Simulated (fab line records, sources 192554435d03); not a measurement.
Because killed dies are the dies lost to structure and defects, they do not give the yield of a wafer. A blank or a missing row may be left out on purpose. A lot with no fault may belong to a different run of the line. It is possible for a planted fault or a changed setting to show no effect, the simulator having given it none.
Which of the tools did it? :: flow n5_finfet :: 24 wafers from 8 lots sampled at 7 of the route's 1938 steps

WHAT EACH GAUGE READ, for each wafer
N5_BEOL_M2_INSPECT_59: inspects for defects (darkfield). Usual: raw_defect_count reads 69 (standard deviation 20).
lot: L156
measured: day 6 22:55
on: defect_inspect-01
raw_defect_count: 52 54 50
flag: 

lot: L157
measured: day 7 02:46
on: defect_inspect-02
raw_defect_count: 62 60 59
flag: 

lot: L159
measured: day 7 11:20
on: defect_inspect-02
raw_defect_count: 60 57 45
flag: 

lot: L158
measured: day 7 11:41
on: defect_inspect-02
raw_defect_count: 77 48 87
flag: 

lot: L166
measured: day 9 13:42
on: defect_inspect-02
raw_defect_count: 335 339 387
flag: OFF

lot: L168
measured: day 9 20:18
on: defect_inspect-01
raw_defect_count: 312 285 321
flag: OFF

lot: L174
measured: day 11 19:41
on: defect_inspect-01
raw_defect_count: 77 60 49
flag: 

lot: L179
measured: day 12 15:53
on: defect_inspect-02
raw_defect_count: 79 72 104
flag: 

N5_BEOL_M3_INSPECT_13: inspects for defects (brightfield). Usual: raw_defect_count reads 385 (standard deviation 83).
lot: L156
measured: day 7 00:16
on: defect_inspect-01
raw_defect_count: 275 359 327
flag: 

lot: L157
measured: day 7 04:14
on: defect_inspect-01
raw_defect_count: 440 454 449
flag: 

lot: L159
measured: day 7 14:17
on: defect_inspect-02
raw_defect_count: 387 426 333
flag: 

lot: L158
measured: day 7 14:35
on: defect_inspect-01
raw_defect_count: 464 328 347
flag: 

lot: L166
measured: day 9 15:55
on: defect_inspect-01
raw_defect_count: 537 687 646
flag: 

lot: L168
measured: day 9 22:14
on: defect_inspect-01
raw_defect_count: 550 594 587
flag: 

lot: L174
measured: day 11 21:28
on: defect_inspect-02
raw_defect_count: 276 258 295
flag: 

lot: L179
measured: day 12 18:18
on: defect_inspect-02
raw_defect_count: 403 319 394
flag: 

N5_BEOL_M4_RC_MEAS_101. Usual: DIBL_N 36.8 mV/V, standard deviation 2.2; DIBL_P 37.1 mV/V, standard deviation 2.8; IOFF_N 0.17 nA/um, standard deviation 0.04; IOFF_P 0.22 nA/um, standard deviation 0.049; ION_N 672 uA/um, standard deviation 16; ION_P 460 uA/um, standard deviation 9.2; SS_N 71.6 mV/dec, standard deviation 0.69; SS_P 73.5 mV/dec, standard deviation 0.78; VT_N 249 mV, standard deviation 3.6; VT_P -250 mV, standard deviation 3.9.
lot: L156
measured: day 7 14:53
on: prober-01
DIBL_N (mV/V): 34.6 39.5 40.4
DIBL_P (mV/V): 32.9 37.6 38.7
IOFF_N (nA/um): 0.13 0.21 0.24
IOFF_P (nA/um): 0.15 0.21 0.22
ION_N (uA/um): 677 667 674
ION_P (uA/um): 457 451 450
SS_N (mV/dec): 71.2 72.4 72.4
SS_P (mV/dec): 72.6 74.0 73.6
VT_N (mV): 251 249 247
VT_P (mV): -253 -253 -254
flag: 

lot: L157
measured: day 7 22:00
on: prober-02
DIBL_N (mV/V): 33.5 36.9 35.6
DIBL_P (mV/V): 34.2 39.3 37.0
IOFF_N (nA/um): 0.13 0.18 0.17
IOFF_P (nA/um): 0.17 0.26 0.23
ION_N (uA/um): 640 683 674
ION_P (uA/um): 445 475 460
SS_N (mV/dec): 71.0 71.3 71.7
SS_P (mV/dec): 72.6 73.9 73.7
VT_N (mV): 253 251 250
VT_P (mV): -250 -248 -248
flag: 

lot: L159
measured: day 8 07:02
on: prober-01
DIBL_N (mV/V): 38.2 34.5 37.9
DIBL_P (mV/V): 40.1 34.8 39.2
IOFF_N (nA/um): 0.21 0.14 0.23
IOFF_P (nA/um): 0.22 0.16 0.23
ION_N (uA/um): 699 670 703
ION_P (uA/um): 462 454 472
SS_N (mV/dec): 72.3 70.7 72.0
SS_P (mV/dec): 73.7 73.0 73.6
VT_N (mV): 245 252 246
VT_P (mV): -251 -253 -250
flag: 

lot: L158
measured: day 8 09:48
on: prober-02
DIBL_N (mV/V): 35.8 37.0 36.4
DIBL_P (mV/V): 33.7 36.1 35.2
IOFF_N (nA/um): 0.13 0.14 0.14
IOFF_P (nA/um): 0.16 0.19 0.18
ION_N (uA/um): 652 650 658
ION_P (uA/um): 444 448 447
SS_N (mV/dec): 71.7 72.7 72.3
SS_P (mV/dec): 73.2 73.2 72.8
VT_N (mV): 256 258 253
VT_P (mV): -257 -255 -256
flag: 

lot: L166
measured: day 10 13:55
on: prober-01
DIBL_N (mV/V): 36.7 37.1 39.9
DIBL_P (mV/V): 36.7 37.2 41.2
IOFF_N (nA/um): 0.16 0.16 0.23
IOFF_P (nA/um): 0.19 0.21 0.28
ION_N (uA/um): 673 669 689
ION_P (uA/um): 456 458 467
SS_N (mV/dec): 71.1 71.2 72.2
SS_P (mV/dec): 73.2 73.7 74.4
VT_N (mV): 248 249 243
VT_P (mV): -253 -250 -248
flag: 

lot: L168
measured: day 10 19:25
on: prober-02
DIBL_N (mV/V): 36.0 38.7 38.1
DIBL_P (mV/V): 35.3 39.5 38.7
IOFF_N (nA/um): 0.16 0.22 0.21
IOFF_P (nA/um): 0.18 0.26 0.25
ION_N (uA/um): 662 697 681
ION_P (uA/um): 443 474 458
SS_N (mV/dec): 71.3 72.4 71.9
SS_P (mV/dec): 72.8 75.4 74.5
VT_N (mV): 249 243 244
VT_P (mV): -253 -246 -249
flag: 

lot: L174
measured: day 12 16:10
on: prober-02
DIBL_N (mV/V): 34.0 36.2 34.6
DIBL_P (mV/V): 33.7 35.2 33.4
IOFF_N (nA/um): 0.13 0.15 0.14
IOFF_P (nA/um): 0.19 0.20 0.17
ION_N (uA/um): 664 652 659
ION_P (uA/um): 458 452 455
SS_N (mV/dec): 70.4 71.9 71.2
SS_P (mV/dec): 73.1 73.1 73.2
VT_N (mV): 252 252 250
VT_P (mV): -252 -254 -253
flag: 

lot: L179
measured: day 13 16:32
on: prober-01
DIBL_N (mV/V): 37.5 37.0 37.4
DIBL_P (mV/V): 38.1 37.6 38.8
IOFF_N (nA/um): 0.20 0.18 0.21
IOFF_P (nA/um): 0.27 0.27 0.29
ION_N (uA/um): 678 678 691
ION_P (uA/um): 460 468 465
SS_N (mV/dec): 72.5 71.6 72.0
SS_P (mV/dec): 73.3 73.6 72.6
VT_N (mV): 244 248 245
VT_P (mV): -244 -244 -242
flag: 

EACH LOT AND THE TOOL THAT RAN IT (in order: tool; ch and the chambers of the sampled wafers; start)
lot: L156
N5_BEOL_M2_ANNEAL_89: pvd_sputter-03, day 6 21:03
N5_BEOL_M2_SPUTTER_94: pvd_sputter-03, day 6 21:38
N5_BEOL_M2_CMP_52: cmp-02 ch 0,2,3, day 6 22:20
N5_BEOL_M2_PRE_CLEAN_60: cvd_co-01 ch 1,2, day 6 22:40

lot: L157
N5_BEOL_M2_ANNEAL_89: pvd_sputter-02, day 7 00:52
N5_BEOL_M2_SPUTTER_94: pvd_sputter-02, day 7 01:26
N5_BEOL_M2_CMP_52: cmp-02 ch 0,2,3, day 7 02:14
N5_BEOL_M2_PRE_CLEAN_60: cvd_co-01 ch 1,2, day 7 02:29

lot: L159
N5_BEOL_M2_ANNEAL_89: pvd_sputter-02, day 7 09:26
N5_BEOL_M2_SPUTTER_94: pvd_sputter-02, day 7 10:01
N5_BEOL_M2_CMP_52: cmp-02 ch 0,2,3, day 7 10:46
N5_BEOL_M2_PRE_CLEAN_60: cvd_co-02 ch 1,2, day 7 11:04

lot: L158
N5_BEOL_M2_ANNEAL_89: pvd_sputter-03, day 7 09:38
N5_BEOL_M2_SPUTTER_94: pvd_sputter-03, day 7 10:13
N5_BEOL_M2_CMP_52: cmp-03 ch 0,1, day 7 10:56
N5_BEOL_M2_PRE_CLEAN_60: cvd_co-02 ch 0,2, day 7 11:24

lot: L166
N5_BEOL_M2_ANNEAL_89: pvd_sputter-03, day 9 11:49
N5_BEOL_M2_SPUTTER_94: pvd_sputter-03, day 9 12:23
N5_BEOL_M2_CMP_52: cmp-02 ch 1,3, day 9 13:07
N5_BEOL_M2_PRE_CLEAN_60: cvd_co-02 ch 0,2, day 9 13:27

lot: L168
N5_BEOL_M2_ANNEAL_89: pvd_sputter-03, day 9 18:26
N5_BEOL_M2_SPUTTER_94: pvd_sputter-03, day 9 19:01
N5_BEOL_M2_CMP_52: cmp-01 ch 1,2,3, day 9 19:48
N5_BEOL_M2_PRE_CLEAN_60: cvd_co-02 ch 0,1,2, day 9 20:04

lot: L174
N5_BEOL_M2_ANNEAL_89: pvd_sputter-03, day 11 16:40
N5_BEOL_M2_SPUTTER_94: pvd_sputter-03, day 11 17:14
N5_BEOL_M2_CMP_52: cmp-02 ch 0,1, day 11 18:55
N5_BEOL_M2_PRE_CLEAN_60: cvd_co-01 ch 0,1,2, day 11 19:26

lot: L179
N5_BEOL_M2_ANNEAL_89: pvd_sputter-01, day 12 13:58
N5_BEOL_M2_SPUTTER_94: pvd_sputter-01, day 12 14:33
N5_BEOL_M2_CMP_52: cmp-03 ch 0,2,3, day 12 15:19
N5_BEOL_M2_PRE_CLEAN_60: cvd_co-01 ch 1,2, day 12 15:38
- N5_BEOL_M2_ANNEAL_89: time 240 s.
- N5_BEOL_M2_SPUTTER_94: material Cu, target thk 4.5 nm, time 8.29 s.
- N5_BEOL_M2_CMP_52: polishes, stops on SiOC, t overpolish 6.8 s, target thk 40 nm.
- N5_BEOL_M2_PRE_CLEAN_60: time 15 s.

AS READ BY THE TOOLS THEMSELVES (means over the sampled wafers that have a number; for cases with no such wafer, the mark the record gives instead)
N5_BEOL_M2_ANNEAL_89. Usual: heater_power_w 808 W, standard deviation 66; susceptor_temp_C 399.97 C, standard deviation 0.22.
lot: L156
tool: pvd_sputter-03
heater_power_w (W): 773
susceptor_temp_C (C): 399.77
flag: 

lot: L157
tool: pvd_sputter-02
heater_power_w (W): 822
susceptor_temp_C (C): 400.19
flag: 

lot: L159
tool: pvd_sputter-02
heater_power_w (W): 843
susceptor_temp_C (C): 400.09
flag: 

lot: L158
tool: pvd_sputter-03
heater_power_w (W): 783
susceptor_temp_C (C): 399.94
flag: 

lot: L166
tool: pvd_sputter-03
heater_power_w (W): 747
susceptor_temp_C (C): 399.96
flag: 

lot: L168
tool: pvd_sputter-03
heater_power_w (W): 782
susceptor_temp_C (C): 400.08
flag: 

lot: L174
tool: pvd_sputter-03
heater_power_w (W): 767
susceptor_temp_C (C): 399.91
flag: 

lot: L179
tool: pvd_sputter-01
heater_power_w (W): 887
susceptor_temp_C (C): 400.02
flag: 

N5_BEOL_M2_SPUTTER_94. Usual: substrate_temp_c -20.01 C, standard deviation 0.099; susceptor_temp_C -19.99 C, standard deviation 0.093; throttle_valve_pct 30.1 %, standard deviation 1.
lot: L156
tool: pvd_sputter-03
substrate_temp_c (C): -19.94
susceptor_temp_C (C): -19.94
throttle_valve_pct (%): 28.9
flag: 

lot: L157
tool: pvd_sputter-02
substrate_temp_c (C): -19.91
susceptor_temp_C (C): -19.96
throttle_valve_pct (%): 30.7
flag: 

lot: L159
tool: pvd_sputter-02
substrate_temp_c (C): -19.97
susceptor_temp_C (C): -19.93
throttle_valve_pct (%): 30.8
flag: 

lot: L158
tool: pvd_sputter-03
substrate_temp_c (C): -19.92
susceptor_temp_C (C): -20.04
throttle_valve_pct (%): 29.7
flag: 

lot: L166
tool: pvd_sputter-03
substrate_temp_c (C): -20.01
susceptor_temp_C (C): -20.05
throttle_valve_pct (%): 30.2
flag: 

lot: L168
tool: pvd_sputter-03
substrate_temp_c (C): -20.00
susceptor_temp_C (C): -19.99
throttle_valve_pct (%): 29.4
flag: 

lot: L174
tool: pvd_sputter-03
substrate_temp_c (C): -20.04
susceptor_temp_C (C): -20.02
throttle_valve_pct (%): 30.0
flag: 

lot: L179
tool: pvd_sputter-01
substrate_temp_c (C): -20.01
susceptor_temp_C (C): -19.99
throttle_valve_pct (%): 29.9
flag: 

N5_BEOL_M2_CMP_52. Usual: barrier_field_endpoint_s 24.8 s, standard deviation 0.69; motor_current_A 6.2 A, standard deviation 0.53; overpolish_run_s 6.800 s, standard deviation 0.0092; retaining_ring_pressure_frac 1.000, standard deviation 0.0055; time_to_endpoint_s 63 s, standard deviation 4.2.
lot: L156
tool: cmp-02
barrier_field_endpoint_s (s): 24.9
motor_current_A (A): 6.2
overpolish_run_s (s): 6.795
retaining_ring_pressure_frac: 1.000
time_to_endpoint_s (s): 58
flag: 

lot: L157
tool: cmp-02
barrier_field_endpoint_s (s): 24.8
motor_current_A (A): 6.2
overpolish_run_s (s): 6.799
retaining_ring_pressure_frac: 0.999
time_to_endpoint_s (s): 60
flag: 

lot: L159
tool: cmp-02
barrier_field_endpoint_s (s): 24.9
motor_current_A (A): 6.1
overpolish_run_s (s): 6.790
retaining_ring_pressure_frac: 1.001
time_to_endpoint_s (s): 62
flag: 

lot: L158
tool: cmp-03
barrier_field_endpoint_s (s): 25.4
motor_current_A (A): 6.5
overpolish_run_s (s): 6.803
retaining_ring_pressure_frac: 1.000
time_to_endpoint_s (s): 64
flag: 

lot: L166
tool: cmp-02
barrier_field_endpoint_s (s): 25.2
motor_current_A (A): 6.3
overpolish_run_s (s): 6.795
retaining_ring_pressure_frac: 1.004
time_to_endpoint_s (s): 64
flag: 

lot: L168
tool: cmp-01
barrier_field_endpoint_s (s): 25.4
motor_current_A (A): 6.1
overpolish_run_s (s): 6.806
retaining_ring_pressure_frac: 1.001
time_to_endpoint_s (s): 63
flag: 

lot: L174
tool: cmp-02
barrier_field_endpoint_s (s): 24.5
motor_current_A (A): 6.2
overpolish_run_s (s): 6.799
retaining_ring_pressure_frac: 1.002
time_to_endpoint_s (s): 65
flag: 

lot: L179
tool: cmp-03
barrier_field_endpoint_s (s): 23.9
motor_current_A (A): 5.8
overpolish_run_s (s): 6.801
retaining_ring_pressure_frac: 0.999
time_to_endpoint_s (s): 58
flag: 

N5_BEOL_M2_PRE_CLEAN_60. Usual: heater_power_w reads 77 W (standard deviation 10).
lot: L156
tool: cvd_co-01
heater_power_w (W): 75
flag: 

lot: L157
tool: cvd_co-01
heater_power_w (W): 69
flag: 

lot: L159
tool: cvd_co-02
heater_power_w (W): 87
flag: 

lot: L158
tool: cvd_co-02
heater_power_w (W): 71
flag: 

lot: L166
tool: cvd_co-02
heater_power_w (W): 74
flag: 

lot: L168
tool: cvd_co-02
heater_power_w (W): 80
flag: 

lot: L174
tool: cvd_co-01
heater_power_w (W): 74
flag: 

lot: L179
tool: cvd_co-01
heater_power_w (W): 74
flag: 

THE ANSWER, worked out from the rows above alone
Rule: a lot counts as off when the mean over its wafers that have a number is more than 3 standard deviations away from the usual mean. Also off: a lot with no number at a reading for which 4 or more lots have one. The other lots that the step has rows for count as sound. First the gauges in route order, then the tools' own readings, where a lot's mean is used as printed above. The first step at which some lot is off is used, and at that step the reading that is off furthest; a lot without a number counts as furthest.
Off at N5_BEOL_M2_INSPECT_59 (raw_defect_count): L166, L168.
A tool fits if, at a process step before that reading, it ran every lot that is off, and no sound lot after the first of them. Gauges at N5_BEOL_M2_INSPECT_59: tried the same way as those tools. One candidate fits, namely cvd_co-02 at N5_BEOL_M2_PRE_CLEAN_60. Its last sound lot is L158 (day 7 11:24), its first lot that is off L166 (day 9 13:27): a fault that began between those two fits.

WHAT THE SIMULATOR HAD INSERTED
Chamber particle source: cvd_co-02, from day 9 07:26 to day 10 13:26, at N5_BEOL_M2_PRE_CLEAN_60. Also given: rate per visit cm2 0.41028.
Lots struck among those shown: L166, L168. This agrees with what the rule above found.
